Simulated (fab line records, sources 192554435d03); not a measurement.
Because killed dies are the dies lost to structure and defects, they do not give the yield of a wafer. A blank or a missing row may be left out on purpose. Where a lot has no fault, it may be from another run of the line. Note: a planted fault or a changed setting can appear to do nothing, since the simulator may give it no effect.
fab line records	flow n5_finfet
[record] lots = 5	wafers = 14	last_day = 19
route steps=1938 shown BEOL_M11@1542
lots untouched by any fault: they come from a run of this same line in which no faults occurred
start_h: hours from the record's first day to the start of the lot's first wafer shown	wait_h: hours elapsed since this lot's preceding step	" same as the row above	L1.1+2: one row covering several wafers at once	- no value, or no start given	* or withheld: withheld	< > ~ a bound
route shown NAME@n: names a module that has steps shown in the file, with the first one's number in the route	usual: mean/standard deviation taken from wafers without a fault	same: alike in all rows	chamber/n: place in a boat	sites: per-site readings	_std_site: how widely they spread, as a standard deviation	_edge_site: outer sites' mean less inner sites'	radius_mm: for every site, how far away it sits from the centre of the wafer	mask NAME#n: copy n	behind: the last tool/chamber to shape the wafer	hold: why the lot was held/for how many hours/how that ended	device: which transistor (n, p or np) failed to switch	end of line: tests run on the same wafers once the route is complete	where a step has no rows: the recipe by itself	killed: at the first sort, the dies lost to defects and structure; wafer yield is something else	map: per-die view of a wafer (x killed, . not killed, _ where there is no die)
set.NAME: the setting as run; set.NAME@STEP: as run at that earlier step	model.NAME: the simulator's own value behind a step, which no gauge read
certain route steps with their lots: each step a table, each wafer a row
services: from which hour (start_h, from the record's first day; less than 0 if before it) a tool's chamber was out of use, for how many hours, and why
[[steps]]
[step N5_BEOL_M11_COAT_60]
[recipe] resist = SiARC	temp_c = 220	time_s = 60	spin_rpm = 1500	resist_thk_nm = 30
[step N5_BEOL_M11_COAT_05]
[recipe] resist = CAR-ArF	spin_rpm = 1500	resist_thk_nm = 90
[step N5_BEOL_M11_EBR_07]
[recipe] solvent = PGMEA	ebr_width_mm = 1.5
[step N5_BEOL_M11_SOFTBAKE_06]
[recipe] temp_c = 110	time_s = 60	resist = CAR-ArF
[step N5_BEOL_M11_EXPOSE_08]
[recipe] mask_id = M11	na = 1.35	source_shape = dipole	sigma_inner = 0.411	sigma_outer = 0.611	polarization = te	dose_mj = 53.75
[step N5_BEOL_M11_PEB_09]
[recipe] peb_temp_c = withheld	peb_time_s = 60	resist = CAR-ArF
[step N5_BEOL_M11_DEVELOP_10]
[recipe] develop_time_s = 30	developer = TMAH	resist = CAR-ArF	rinse_liquid = diw	dry = air_spin	dev_temp_c = 23
[step N5_BEOL_M11_CD_MEAS_11]
[recipe] target_cd_nm = 64.1	landing_energy_ev = 500	detector = se_inlens	polarity = opening
[usual] cd_nm = 64.2/0.57
lot.wafer	tool	chamber	start_h	wait_h	cd_nm
L936.1	cd_sem-02	0	245.33	-	64.8
L936.4	"	0	"	"	64.4
L936.6	"	0	"	"	64.5
L944.2	cd_sem-01	0	306.26	-	64.8
L944.4	"	0	"	"	64.5
L953.1	cd_sem-01	0	382.21	-	63.6
L953.2	"	0	"	"	63.8
L953.3	"	0	"	"	64.4
L957.1	cd_sem-03	0	406.76	-	63.4
L957.2	"	0	"	"	64.6
L957.4	"	0	"	"	64.3
L956.2	cd_sem-03	0	406.88	-	64.8
L956.3	"	0	"	"	64.4
L956.6	"	0	"	"	65.2
[step N5_BEOL_M11_OVL_MEAS_12]
[recipe] points_per_wafer = 44
[usual] M11_OVL = -0.3/0.69
[same] points_per_wafer = 44
lot.wafer	tool	chamber	start_h	wait_h	M11_OVL[nm]
L936.1	overlay-01	0	245.36	0.0	0.0
L936.4	"	0	"	"	-0.4
L936.6	"	0	"	"	-0.2
L944.2	overlay-02	0	306.29	0.0	-1.6
L944.4	"	0	"	"	-1.3
L953.1	overlay-01	0	382.24	0.0	-0.9
L953.2	"	0	"	"	1.0
L953.3	"	0	"	"	0.9
L957.1	overlay-01	0	406.79	0.0	1.1
L957.2	"	0	"	"	0.9
L957.4	"	0	"	"	-0.2
L956.2	overlay-02	0	406.91	0.0	0.1
L956.3	"	0	"	"	-0.5
L956.6	"	0	"	"	0.0
[step N5_BEOL_M11_INSPECT_13]
[recipe] mode = adi	inspect_instrument = brightfield
[usual] raw_defect_count = 376/92
lot.wafer	tool	chamber	start_h	wait_h	raw_defect_count
L936.1	defect_inspect-02	-	245.39	0.0	382
L936.4	"	-	"	"	470
L936.6	"	-	"	"	476
L944.2	defect_inspect-01	-	306.31	0.0	449
L944.4	"	-	"	"	612
L953.1	defect_inspect-02	-	382.26	0.0	314
L953.2	"	-	"	"	337
L953.3	"	-	"	"	289
L957.1	defect_inspect-01	-	406.82	0.0	270
L957.2	"	-	"	"	262
L957.4	"	-	"	"	400
L956.2	defect_inspect-01	-	406.93	0.0	608
L956.3	"	-	"	"	336
L956.6	"	-	"	"	443
[step N5_BEOL_M11_DESCUM_16]
[recipe] chemistry = O2	time_s = 7.9	source_power_w = 50	bias_power_w = 20	pressure_mtorr = 20	rf_frequency_hz = 2.712e+07	temp_c = 40	resist = CAR-ArF	o2_flow_sccm = 225
[usual] drypump_motor_current_A = 5.7/0.37	oes_product_au = 0.75/0.081	rf_vpp_V = 243.2/1.4	showerhead_plenum_p_Torr = 2.10/0.072	throttle_valve_pct = 20.68/0.19
[same] time_s = 7.9
lot.wafer	tool	chamber	start_h	wait_h	drypump_motor_current_A	oes_product_au	rf_hours_counter_h	rf_vpp_V	showerhead_plenum_p_Torr	throttle_valve_pct
L936.1	rie_diel-02	2	247.85	2.5	5.6	0.70	210	243.9	2.05	20.64
L936.4	"	0	"	"	5.8	0.84	69	241.9	2.05	20.09
L936.6	"	3	"	"	5.0	0.92	-	245.1	2.24	20.63
L944.2	rie_diel-01	1	306.58	0.3	6.1	0.72	220	241.2	2.07	20.73
L944.4	"	2	"	"	5.5	0.71	-	245.8	2.15	20.80
L953.1	rie_diel-03	2	382.45	0.2	5.4	0.72	197	243.8	2.08	20.86
L953.2	"	1	"	"	5.9	0.86	51	245.6	2.21	20.53
L953.3	"	3	"	"	5.5	0.71	248	243.5	2.08	21.00
L957.1	rie_diel-03	0	406.85	0.0	5.4	0.70	235	241.9	2.08	20.69
L957.2	"	2	"	"	5.3	0.71	204	242.9	2.07	20.86
L957.4	"	2	"	"	5.3	0.72	-	242.8	2.07	20.86
L956.2	rie_diel-01	2	407.19	0.3	5.5	0.68	247	244.0	2.14	20.84
L956.3	"	1	"	"	6.1	0.98	4	243.4	2.06	20.48
L956.6	"	1	"	"	6.1	0.98	-	243.1	2.06	20.48
[step N5_BEOL_M11_ETCH_61]
[recipe] chemistry = CF4	target = SiARC	target_depth_a = 390	mask_material = CAR-ArF	time_s = 65	ion_energy_ev = 80	pressure_mtorr = 40	source_w = 545	bias_w = 36	Ar_flow_sccm = 100	cf4_flow_sccm = 100	ends = cleared
[usual] drypump_motor_current_A = 5.7/0.37	etch_rf_on_time_s = 64.5/1.1	oes_product_au = 0.64/0.069	rf_vpp_V = 184.3/1.3	showerhead_plenum_p_Torr = 2.14/0.067	throttle_valve_pct = 15.86/0.21
lot.wafer	tool	chamber	start_h	wait_h	drypump_motor_current_A	etch_rf_on_time_s	oes_product_au	rf_hours_counter_h	rf_vpp_V	showerhead_plenum_p_Torr	throttle_valve_pct
L936.1	rie_diel-02	2	247.89	0.0	5.7	62.9	0.62	210	184.9	2.13	16.00
L936.4	"	0	"	"	5.8	65.4	0.72	69	182.3	2.10	15.32
L936.6	"	3	"	"	5.0	64.1	0.78	-	186.6	2.28	15.71
L944.2	rie_diel-01	1	306.61	0.0	6.1	65.8	0.61	220	182.4	2.11	15.93
L944.4	"	2	"	"	5.5	63.6	0.61	-	185.4	2.20	16.08
L953.1	rie_diel-03	2	382.49	0.0	5.3	64.5	0.61	197	184.3	2.12	16.00
L953.2	"	1	"	"	5.9	62.0	0.73	51	184.1	2.25	15.65
L953.3	"	3	"	"	5.5	65.9	0.59	248	183.1	2.11	16.09
L957.1	rie_diel-03	0	406.89	0.0	5.4	64.9	0.59	235	182.9	2.12	15.81
L957.2	"	2	"	"	5.3	63.8	0.62	204	183.7	2.12	16.01
L957.4	"	2	"	"	5.3	63.8	0.61	-	183.9	2.12	16.01
L956.2	rie_diel-01	2	407.22	0.0	5.5	64.1	0.59	247	186.8	2.19	16.16
L956.3	"	1	"	"	6.0	64.1	0.83	4	183.4	2.10	15.52
L956.6	"	1	"	"	6.0	63.5	0.84	-	185.2	2.10	15.53
[step N5_BEOL_M11_ETCH_62]
[recipe] chemistry = N2/H2	target = SOC	target_depth_a = 1100	overetch_a = 220	mask_material = SiARC	temp_c = 40	time_s = 165	ion_energy_ev = 200	pressure_mtorr = 30	source_w = 840	bias_w = 150	n2_flow_sccm = 200	h2_flow_sccm = 200
[usual] drypump_motor_current_A = 5.7/0.38	oes_product_au = 0.63/0.065	rf_vpp_V = 523.9/2.6	showerhead_plenum_p_Torr = 2.55/0.083	throttle_valve_pct = 18.11/0.19
[same] time_s = 165
lot.wafer	tool	chamber	start_h	wait_h	drypump_motor_current_A	oes_product_au	rf_hours_counter_h	rf_vpp_V	showerhead_plenum_p_Torr	throttle_valve_pct	model.SiARC_of_BEOL_M11_COAT_60.thk_nm	model.BEOL_M11.cd_offset_nm
L936.1	rie_diel-02	2	247.94	0.0	5.7	0.60	210	523.5	2.51	18.15	23.8	1.2
L936.4	"	0	"	"	5.8	0.71	69	521.1	2.48	17.50	23.6	0.4
L936.6	"	3	"	"	5.1	0.77	-	527.8	2.70	17.82	23.4	0.6
L944.2	rie_diel-01	1	306.66	0.0	6.0	0.61	220	524.3	2.52	18.25	20.4	1.8
L944.4	"	2	"	"	5.5	0.60	-	527.8	2.63	18.24	23.4	0.2
L953.1	rie_diel-03	2	382.54	0.0	5.3	0.61	197	522.3	2.51	18.08	23.6	0
L953.2	"	1	"	"	5.9	0.71	51	529.4	2.69	17.99	23	0
L953.3	"	3	"	"	5.5	0.60	248	522.9	2.49	18.31	23.8	0.8
L957.1	rie_diel-03	0	406.94	0.0	5.5	0.60	235	522.6	2.52	18.20	23.4	-0.6
L957.2	"	2	"	"	5.3	0.60	204	521.7	2.50	18.10	23.4	0.6
L957.4	"	2	"	"	5.3	0.60	-	524.1	2.50	18.11	23.4	0
L956.2	rie_diel-01	2	407.27	0.0	5.5	0.57	247	525.6	2.61	18.31	23.4	0.4
L956.3	"	1	"	"	6.1	0.82	4	523.3	2.50	17.92	23.2	0.2
L956.6	"	1	"	"	6.0	0.82	-	522.8	2.50	17.93	23	0.8
[step N5_BEOL_M11_STRIP_68]
[recipe] chemistry = N2/H2	temp_c = 40	n2_flow_sccm = 200	h2_flow_sccm = 200	rf_frequency_hz = 6e+07
[step N5_BEOL_M11_STRIP_67]
[recipe] chemistry = CF4	resist = SiARC	power_w = 300	bias_power_w = 75	pressure_mtorr = 50	cf4_flow_sccm = 150	rf_frequency_hz = 6e+07
[usual] drypump_motor_current_A = 5.7/0.37	oes_product_au = 0.74/0.076	rf_vpp_V = 271.2/1.5	showerhead_plenum_p_Torr = 1.80/0.055	throttle_valve_pct = 13.85/0.23
lot.wafer	tool	chamber	start_h	wait_h	drypump_motor_current_A	oes_product_au	rf_hours_counter_h	rf_vpp_V	showerhead_plenum_p_Torr	throttle_valve_pct
L936.1	rie_diel-02	2	248.08	0.0	5.7	0.71	210	271.9	1.79	13.99
L936.4	"	0	"	"	5.8	0.83	69	269.7	1.76	13.32
L936.6	"	3	"	"	5.0	0.91	-	273.1	1.91	13.62
L944.2	rie_diel-01	1	306.81	0.0	6.1	0.71	220	271.2	1.77	13.90
L944.4	"	2	"	"	5.5	0.71	-	274.1	1.85	14.10
L953.1	rie_diel-03	2	382.68	0.0	5.3	0.71	197	270.3	1.78	13.99
L953.2	"	1	"	"	5.9	0.84	51	272.5	1.88	13.58
L953.3	"	3	"	"	5.5	0.71	248	269.7	1.77	14.10
L957.1	rie_diel-03	0	407.08	0.0	5.4	0.70	235	269.3	1.77	13.79
L957.2	"	2	"	"	5.3	0.71	204	271.0	1.78	14.01
L957.4	"	2	"	"	5.3	0.71	-	270.5	1.78	14.01
L956.2	rie_diel-01	2	407.42	0.0	5.5	0.68	247	271.5	1.84	14.20
L956.3	"	1	"	"	6.1	0.97	4	271.2	1.76	13.41
L956.6	"	1	"	"	6.1	0.98	-	270.3	1.76	13.42
[step N5_BEOL_M11_HM_OPEN_17]
[recipe] chemistry = Cl2/BCl3	target_depth_a = 200	overetch_a = 60	target = TiN	mask_material = SOC	ion_energy_ev = 150	pressure_mtorr = 10	icp_w = 1000	bias_w = 126	Cl2_flow_sccm = 53.25	bcl3_flow_sccm = 21.75	Ar_flow_sccm = 25
[usual] drypump_motor_current_A = 5.6/0.5	mfc_cl2_sccm = 53.27/0.17	oes_product_au = 0.68/0.078	throttle_valve_pct = 22.03/0.22
lot.wafer	tool	chamber	start_h	wait_h	drypump_motor_current_A	mfc_cl2_sccm	oes_product_au	rf_hours_counter_h	throttle_valve_pct	model.BEOL_M11.cd_offset_nm
L936.1	rie_metal-02	1	248.13	0.0	5.7	53.23	0.65	45	21.79	1.2
L936.4	"	1	"	"	5.7	53.17	0.65	-	21.80	0.4
L936.6	"	1	"	"	5.7	53.16	0.65	-	21.78	0.6
L944.2	rie_metal-03	0	306.85	0.0	6.4	53.24	0.69	33	22.25	2
L944.4	"	1	"	"	5.5	53.30	0.73	-	21.91	0.4
L953.1	rie_metal-02	0	382.72	0.0	5.4	53.41	0.67	30	22.20	0
L953.2	"	1	"	"	5.7	53.41	0.62	59	21.81	0
L953.3	"	0	"	"	5.4	53.24	0.68	-	22.19	0.8
L957.1	rie_metal-01	0	407.12	0.0	6.1	53.33	0.74	11	21.75	-0.4
L957.2	"	1	"	"	4.9	53.40	0.72	11	21.93	0.6
L957.4	"	1	"	"	4.9	53.48	0.72	-	21.94	0.2
L956.2	rie_metal-02	0	407.46	0.0	5.4	52.96	0.67	32	22.20	0.2
L956.3	"	0	"	"	5.4	53.15	0.67	-	22.21	0
L956.6	"	0	"	"	5.4	53.04	0.67	-	22.20	0.8
[step N5_BEOL_M11_STRIP_19]
[recipe] chemistry = O2	power_w = 400	temp_c = 40	pressure_mtorr = 30	rf_frequency_hz = 6e+07	bias_power_w = 0	overash_fraction = 0.2	o2_flow_sccm = 225
[usual] drypump_motor_current_A = 5.6/0.34	oes_product_au = 0.76/0.078	rf_vpp_V = 3.7/0.62	showerhead_plenum_p_Torr = 2.11/0.074	throttle_valve_pct = 16.89/0.22
lot.wafer	tool	chamber	start_h	wait_h	drypump_motor_current_A	oes_product_au	rf_hours_counter_h	rf_vpp_V	showerhead_plenum_p_Torr	throttle_valve_pct
L936.1	rie_diel-01	2	248.30	0.1	5.5	0.72	184	3.2	2.16	17.03
L936.4	"	3	"	"	6.5	0.72	200	4.6	1.98	16.75
L936.6	"	2	"	"	5.5	0.72	-	4.9	2.16	17.05
L944.2	rie_diel-01	1	306.96	0.1	6.1	0.71	220	3.9	2.07	17.00
L944.4	"	2	"	"	5.5	0.71	-	4.5	2.15	17.08
L953.1	rie_diel-02	1	382.84	0.1	5.6	0.69	244	3.8	2.16	17.01
L953.2	"	3	"	"	5.0	0.85	79	2.9	2.23	16.91
L953.3	"	0	"	"	5.8	0.79	112	3.3	2.04	16.47
L957.1	rie_diel-02	1	407.26	0.1	5.6	0.69	250	3.6	2.15	17.02
L957.2	"	0	"	"	5.8	0.79	118	2.9	2.03	16.46
L957.4	"	1	"	"	5.6	0.68	-	4.2	2.15	17.01
L956.2	rie_diel-01	2	407.57	0.1	5.5	0.68	247	3.7	2.14	17.19
L956.3	"	3	"	"	6.5	0.70	232	3.6	1.97	16.81
L956.6	"	2	"	"	5.5	0.67	-	3.6	2.14	17.17
[[services]]
tool	chamber	start_h	hours	kind
rie_metal-01	-	238.53	0.7	repair
rie_diel-03	-	238.74	15.6	pm
rie_diel-02	-	241.28	5.4	repair
rie_diel-03	0	260.05	1.3	repair
rie_metal-01	-	308.64	2.8	pm
rie_diel-03	-	329.81	14.6	pm
rie_metal-02	0	330.54	9.5	repair
rie_diel-01	-	333.19	2.8	pm
rie_metal-01	0	359.58	12.0	repair
rie_diel-02	2	368.90	-	clean
rie_diel-02	2	368.90	-	consumable_replace:focus_ring
rie_diel-01	1	381.97	-	clean
rie_diel-01	1	381.97	-	consumable_replace:focus_ring
rie_diel-01	1	381.97	14.6	scheduled_down
rie_diel-01	1	381.97	14.6	vent_cycle
rie_diel-03	3	389.85	-	clean
rie_diel-03	3	389.85	-	consumable_replace:focus_ring
rie_diel-03	3	389.85	28.8	scheduled_down
rie_diel-03	3	389.85	28.8	vent_cycle
rie_diel-01	0	396.67	-	clean
rie_diel-01	0	396.67	-	consumable_replace:focus_ring
rie_diel-01	0	396.67	15.8	scheduled_down
rie_diel-01	0	396.67	15.8	vent_cycle
rie_diel-02	2	402.51	9.0	repair
[[key]]
first_sign none at tools or gauges
[model_effect] step = N5_BEOL_M11_ETCH_62	value = SiARC_of_BEOL_M11_COAT_60.thk_nm	without = 23.4	struck = 20.4
[model_effect] step = N5_BEOL_M11_HM_OPEN_17	value = BEOL_M11.cd_offset_nm	without = 0.4	struck = 2
met_at N5_BEOL_M11_ETCH_62
struck_wafers L944.2
[fault] kind = process_parameter_drift	tool = rie_diel-01	chamber = -	onset_h = 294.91	steps = N5_BEOL_M11_ETCH_62	channel = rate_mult	offset = 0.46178	shape = step	end_h = 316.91	scope = struck_wafers_only
